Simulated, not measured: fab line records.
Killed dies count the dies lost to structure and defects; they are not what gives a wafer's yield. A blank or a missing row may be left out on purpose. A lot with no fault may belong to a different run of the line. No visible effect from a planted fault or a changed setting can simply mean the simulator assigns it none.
fab line records -- flow nand-harc
record: lots: 13, wafers: 39, last-day: 34
route steps=1302 shown A_CHANNEL_HOLE_D1@462 A_CHANNEL_FILL_D1@494
lots untouched by any fault: they come from a run of this same line in which no faults occurred
start-h: start of the lot's first displayed wafer, in hours after the record's first day -- wait-h: hours elapsed since this lot's preceding step -- " the same as in the row above -- L1.1+2: several wafers, shown together as one row -- - no value, or no start was given -- * or withheld: withheld -- < > ~ a bound
route shown NAME@n: names a module that has steps shown in the file, with the first one's number in the route -- usual: mean/standard deviation of fault-free wafers -- same: alike in all rows -- chamber/n: place in a boat -- sites: readings site by site -- _std_site: standard deviation across them -- _edge_site: mean of outer sites minus mean of inner sites -- radius-mm: for every site, how far away it sits from the centre of the wafer -- mask NAME#n: copy n -- behind: tool/chamber where the wafer was last shaped -- hold: what put the lot on hold/how long, in hours/how the hold closed -- device: the transistor (n, p or np) that didn't switch -- end of line: tests of these same wafers at the route's end -- a step given without rows: its recipe and nothing more -- killed: dies lost to structure and defects at the first sort, not the wafer's yield -- map: a wafer's dies, x killed, . not, _ none there
set.NAME: the setting as run; set.NAME@STEP: as run at that earlier step -- model.NAME: the simulator's own value behind a step, which no gauge read
a sample of lots followed through the steps of the route, with each step as a table and each wafer as a row
services: from which hour (start-h, from the record's first day; less than 0 if before it) a tool's chamber was out of use, for how many hours, and why
== steps ==
step: NHARC_A_CHANNEL_HOLE_D1_CD_MEAS_10
recipe: target-cd-nm: 100, landing-energy-ev: 500
usual: cd-nm: 99.9/0.41
lot.wafer,tool,chamber,start-h,wait-h,cd-nm
L372.4,cd-sem-03,0,179.29,-,100.0
L372.5,cd-sem-03,0,179.29,-,100.1
L372.6,cd-sem-03,0,179.29,-,99.9
L374.2,cd-sem-03,0,197.29,-,100.4
L374.4,cd-sem-03,0,197.29,-,99.6
L374.5,cd-sem-03,0,197.29,-,100.3
L376.1,cd-sem-03,0,218.10,-,100.4
L376.3,cd-sem-03,0,218.10,-,100.4
L376.4,cd-sem-03,0,218.10,-,99.9
L377.1,cd-sem-02,0,227.42,-,99.4
L377.2,cd-sem-02,0,227.42,-,99.7
L377.4,cd-sem-02,0,227.42,-,99.3
L379.1,cd-sem-02,0,256.00,-,100.3
L379.3,cd-sem-02,0,256.00,-,99.4
L379.4,cd-sem-02,0,256.00,-,99.3
L380.1,cd-sem-02,0,257.92,-,99.7
L380.3,cd-sem-02,0,257.92,-,99.6
L380.6,cd-sem-02,0,257.92,-,99.6
L381.1,cd-sem-02,0,268.32,-,100.0
L381.4,cd-sem-02,0,268.32,-,100.0
L381.6,cd-sem-02,0,268.32,-,100.4
L382.2,cd-sem-02,0,279.23,-,100.2
L382.5,cd-sem-02,0,279.23,-,99.4
L382.6,cd-sem-02,0,279.23,-,100.1
L383.1,cd-sem-02,0,283.65,-,99.8
L383.2,cd-sem-02,0,283.65,-,99.7
L383.3,cd-sem-02,0,283.65,-,100.1
L384.3,cd-sem-02,0,292.92,-,100.1
L384.4,cd-sem-02,0,292.92,-,99.3
L384.6,cd-sem-02,0,292.92,-,98.9
L393.2,cd-sem-01,0,392.85,-,99.9
L393.4,cd-sem-01,0,392.85,-,100.0
L393.6,cd-sem-01,0,392.85,-,99.7
L395.2,cd-sem-02,0,409.74,-,99.5
L395.4,cd-sem-02,0,409.74,-,99.9
L395.6,cd-sem-02,0,409.74,-,100.6
L394.1,cd-sem-01,0,410.77,-,100.2
L394.2,cd-sem-01,0,410.77,-,100.3
L394.3,cd-sem-01,0,410.77,-,100.2
step: NHARC_A_CHANNEL_HOLE_D1_CD_MEAS_18
usual: cd-nm: 99.0/1.4
lot.wafer,tool,chamber,start-h,wait-h,cd-nm
L372.4,cd-sem-03,-,180.59,-,102.0
L372.5,cd-sem-03,-,180.59,-,99.3
L372.6,cd-sem-03,-,180.59,-,97.8
L374.2,cd-sem-01,-,198.58,-,98.3
L374.4,cd-sem-01,-,198.58,-,98.6
L374.5,cd-sem-01,-,198.58,-,98.2
L376.1,cd-sem-03,-,219.59,-,100.9
L376.3,cd-sem-03,-,219.59,-,99.8
L376.4,cd-sem-03,-,219.59,-,99.7
L377.1,cd-sem-01,-,228.72,-,99.3
L377.2,cd-sem-01,-,228.72,-,96.3
L377.4,cd-sem-01,-,228.72,-,96.6
L379.1,cd-sem-03,-,257.29,-,101.3
L379.3,cd-sem-03,-,257.29,-,100.3
L379.4,cd-sem-03,-,257.29,-,100.2
L380.1,cd-sem-03,-,259.21,-,100.4
L380.3,cd-sem-03,-,259.21,-,100.0
L380.6,cd-sem-03,-,259.21,-,99.6
L381.1,cd-sem-02,-,269.91,-,99.5
L381.4,cd-sem-02,-,269.91,-,99.3
L381.6,cd-sem-02,-,269.91,-,97.4
L382.2,cd-sem-01,-,280.52,-,97.3
L382.5,cd-sem-01,-,280.52,-,98.2
L382.6,cd-sem-01,-,280.52,-,97.8
L383.1,cd-sem-03,-,284.95,-,95.7
L383.2,cd-sem-03,-,284.95,-,96.9
L383.3,cd-sem-03,-,284.95,-,100.0
L384.3,cd-sem-01,-,294.22,-,97.5
L384.4,cd-sem-01,-,294.22,-,97.4
L384.6,cd-sem-01,-,294.22,-,98.7
L393.2,cd-sem-02,-,394.25,-,100.6
L393.4,cd-sem-02,-,394.25,-,98.1
L393.6,cd-sem-02,-,394.25,-,100.8
L395.2,cd-sem-01,-,411.17,-,99.3
L395.4,cd-sem-01,-,411.17,-,98.6
L395.6,cd-sem-01,-,411.17,-,99.2
L394.1,cd-sem-03,-,412.06,-,98.8
L394.2,cd-sem-03,-,412.06,-,101.4
L394.3,cd-sem-03,-,412.06,-,99.7
step: NHARC_A_CHANNEL_FILL_D1_ALD_14
recipe: target-thk-a: 25, pulse-time-s: 10, ald-cycles: 25, temp-c: 300, material: SiO2
usual: ald-cycles: 25/0, heater-power-w: 445/51, precursor-pulse-height-rel: 1.001/0.021
lot.wafer,tool,chamber,start-h,wait-h,ald-cycles,heater-power-w,precursor-pulse-height-rel
L372.4,ald-hk-04,1,198.89,0.1,25,492,0.960
L372.6,ald-hk-04,3,198.89,0.1,25,482,0.969
L372.5,ald-hk-04,0,198.89,0.1,25,441,0.987
L374.2,ald-hk-02,3,211.92,0.0,25,402,0.979
L374.4,ald-hk-02,0,211.92,0.0,25,475,0.989
L374.5,ald-hk-02,3,211.92,0.0,25,400,1.032
L376.1,ald-hk-02,0,232.59,0.0,25,459,1.018
L376.4,ald-hk-02,1,232.59,0.0,25,350,1.005
L376.3,ald-hk-02,2,232.59,0.0,25,359,1.012
L377.2,ald-hk-02,1,244.26,1.4,25,351,1.024
L377.4,ald-hk-02,2,244.26,1.4,25,364,0.979
L377.1,ald-hk-02,3,244.26,1.4,25,410,0.971
L379.1,ald-hk-03,0,272.60,0.0,25,510,0.998
L379.4,ald-hk-03,1,272.60,0.0,25,491,1.006
L379.3,ald-hk-03,2,272.60,0.0,25,446,1.026
L380.1,ald-hk-04,3,276.40,0.0,25,489,0.998
L380.3,ald-hk-04,1,276.40,0.0,25,487,0.983
L380.6,ald-hk-04,0,276.40,0.0,25,426,1.023
L381.1,ald-hk-02,3,284.84,0.0,25,396,0.975
L381.4,ald-hk-02,1,284.84,0.0,25,347,1.003
L381.6,ald-hk-02,0,284.84,0.0,25,481,1.003
L383.2,ald-hk-02,1,298.79,0.8,17,348,1.058
L383.1,ald-hk-02,2,298.79,0.8,25,360,1.007
L383.3,ald-hk-02,3,298.79,0.8,25,395,0.981
L382.2,ald-hk-02,0,299.02,1.0,25,476,1.029
L382.6,ald-hk-02,0,299.02,1.0,25,492,0.998
L382.5,ald-hk-02,1,299.02,1.0,17,350,0.999
L384.4,ald-hk-03,3,308.51,1.4,25,438,1.003
L384.3,ald-hk-03,0,308.51,1.4,25,499,1.014
L384.6,ald-hk-03,3,308.51,1.4,25,453,1.003
L393.4,ald-hk-04,2,411.52,0.0,25,508,0.992
L393.2,ald-hk-04,3,411.52,0.0,25,496,0.996
L393.6,ald-hk-04,3,411.52,0.0,25,490,1.005
L394.3,ald-hk-03,0,424.21,0.1,25,508,1.019
L394.2,ald-hk-03,1,424.21,0.1,25,466,0.977
L394.1,ald-hk-03,2,424.21,0.1,25,433,0.979
L395.2,ald-hk-04,3,424.25,0.1,25,487,1.009
L395.4,ald-hk-04,1,424.25,0.1,25,506,1.018
L395.6,ald-hk-04,2,424.25,0.1,25,512,0.987
step: NHARC_A_CHANNEL_FILL_D1_ETCHBACK_08
recipe: target-depth-a: 2200, time-s: 110, c4f8-flow-sccm: 20, ar-flow-sccm: withheld, rf-w: 600, bias-w: 300, chemistry: C4F8
usual: oes-product-au: 0.95/0.036, rf-vpp-V: 439.5/2.8
lot.wafer,tool,chamber,start-h,wait-h,oes-product-au,rf-hours-counter-h,rf-vpp-V
L372.4,rie-diel-04,0,-,-,1.02,3.1,441.3
L372.5,rie-diel-04,1,-,-,1.01,-,437.8
L372.6,rie-diel-04,2,-,-,1.00,-,440.0
L374.2,rie-diel-02,3,-,-,0.92,0.9,436.6
L374.4,rie-diel-02,2,-,-,0.94,0.7,440.0
L374.5,rie-diel-02,0,-,-,0.92,-,443.2
L376.3,rie-diel-04,1,-,-,0.92,5.4,436.5
L376.1,rie-diel-04,0,-,-,0.92,5.6,440.5
L376.4,rie-diel-04,3,-,-,0.92,-,440.1
L377.4,rie-diel-10,3,-,-,0.92,1.5,436.9
L377.2,rie-diel-10,0,-,-,0.92,1.7,438.3
L377.1,rie-diel-10,1,-,-,0.92,1.6,443.4
L379.4,rie-diel-10,0,-,-,0.92,3.2,436.7
L379.1,rie-diel-10,1,-,-,0.92,3.0,443.9
L379.3,rie-diel-10,2,-,-,0.92,2.6,437.0
L380.1,rie-diel-04,2,-,-,0.93,6.7,439.6
L380.3,rie-diel-04,3,-,-,0.93,6.5,439.1
L380.6,rie-diel-04,2,-,-,0.92,-,438.3
L381.1,rie-diel-10,0,-,-,0.99,3.7,436.9
L381.4,rie-diel-10,2,-,-,0.99,3.3,436.7
L381.6,rie-diel-10,0,-,-,1.00,-,438.5
L383.1,rie-diel-10,2,-,-,0.99,5.2,436.0
L383.3,rie-diel-10,3,-,-,1.00,5.7,438.3
L383.2,rie-diel-10,0,-,-,1.00,5.9,437.2
L382.2,rie-diel-02,1,-,-,0.92,3.3,444.8
L382.6,rie-diel-02,2,-,-,0.93,-,438.0
L382.5,rie-diel-02,3,-,-,0.92,-,436.4
L384.3,rie-diel-10,1,-,-,0.99,6.1,443.6
L384.4,rie-diel-10,0,-,-,0.99,-,437.9
L384.6,rie-diel-10,1,-,-,1.00,-,445.0
L393.4,rie-diel-10,1,-,-,0.93,0.5,442.9
L393.2,rie-diel-10,0,-,-,0.93,0.6,438.1
L393.6,rie-diel-10,1,-,-,0.93,-,443.0
L395.4,rie-diel-02,1,-,-,0.99,4.8,444.4
L395.2,rie-diel-02,3,-,-,0.98,5.2,438.4
L395.6,rie-diel-02,1,-,-,0.99,-,445.1
L394.3,rie-diel-04,0,-,-,1.00,4.3,440.9
L394.2,rie-diel-04,2,-,-,1.00,4.5,439.3
L394.1,rie-diel-04,3,-,-,1.01,4.5,440.3
== services ==
tool,chamber,start-h,hours,kind
rie-diel-04,-,177.90,9.0,pm
rie-diel-02,-,205.43,1.9,repair
ald-hk-04,-,210.50,0.4,repair
ald-hk-03,-,215.74,0.5,repair
rie-diel-02,-,216.70,9.0,pm
rie-diel-04,3,225.27,8.1,repair
rie-diel-10,-,233.80,0.4,repair
rie-diel-10,-,242.60,9.0,pm
ald-hk-02,-,251.49,1.9,repair
ald-hk-04,-,254.33,10.0,pm
rie-diel-04,2,266.46,4.8,repair
rie-diel-04,0,296.28,1.6,repair
rie-diel-04,-,299.33,2.6,repair
rie-diel-04,-,302.68,0.5,repair
rie-diel-02,-,308.85,0.6,repair
rie-diel-10,3,336.75,24.6,repair
rie-diel-04,-,341.33,1.8,repair
rie-diel-10,0,348.38,1.4,repair
ald-hk-02,-,348.50,10.0,pm
rie-diel-04,-,354.90,9.0,pm
rie-diel-04,1,389.77,7.9,repair
rie-diel-10,-,419.60,9.0,pm
ald-hk-04,-,432.33,10.0,pm
rie-diel-10,2,457.22,21.3,repair
== key ==
first-sign: step: NHARC_A_CHANNEL_FILL_D1_ALD_14, reading: ald-cycles, direction: down, sigmas: 99+, usual: 25, struck: 17
effect none on later readings
met-at NHARC_A_CHANNEL_FILL_D1_ALD_14
struck-lots L382,L383
struck-wafers L382.5,L383.2
tester-left-out L382,L383
not-acting-at NHARC_A_CHANNEL_HOLE_D1_CD_MEAS_10,NHARC_A_CHANNEL_HOLE_D1_CD_MEAS_18,NHARC_A_CHANNEL_FILL_D1_ETCHBACK_08
fault: kind: process-parameter-drift, tool: ald-hk-02, chamber: 1, onset-h: 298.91, steps: NHARC_A_CHANNEL_FILL_D1_ALD_14, channel: ald-cycles, offset: -8, shape: step, end-h: 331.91, acts-in: these-recipes-only, stated: 25
tester-left-out: of these lots the tester's yield and bins aren't shown, on N5 and GAA mostly nor the transistor test; their killed dies are dies lost to structure and defects alone, not to doping, threshold or leakage, so they don't give the yield
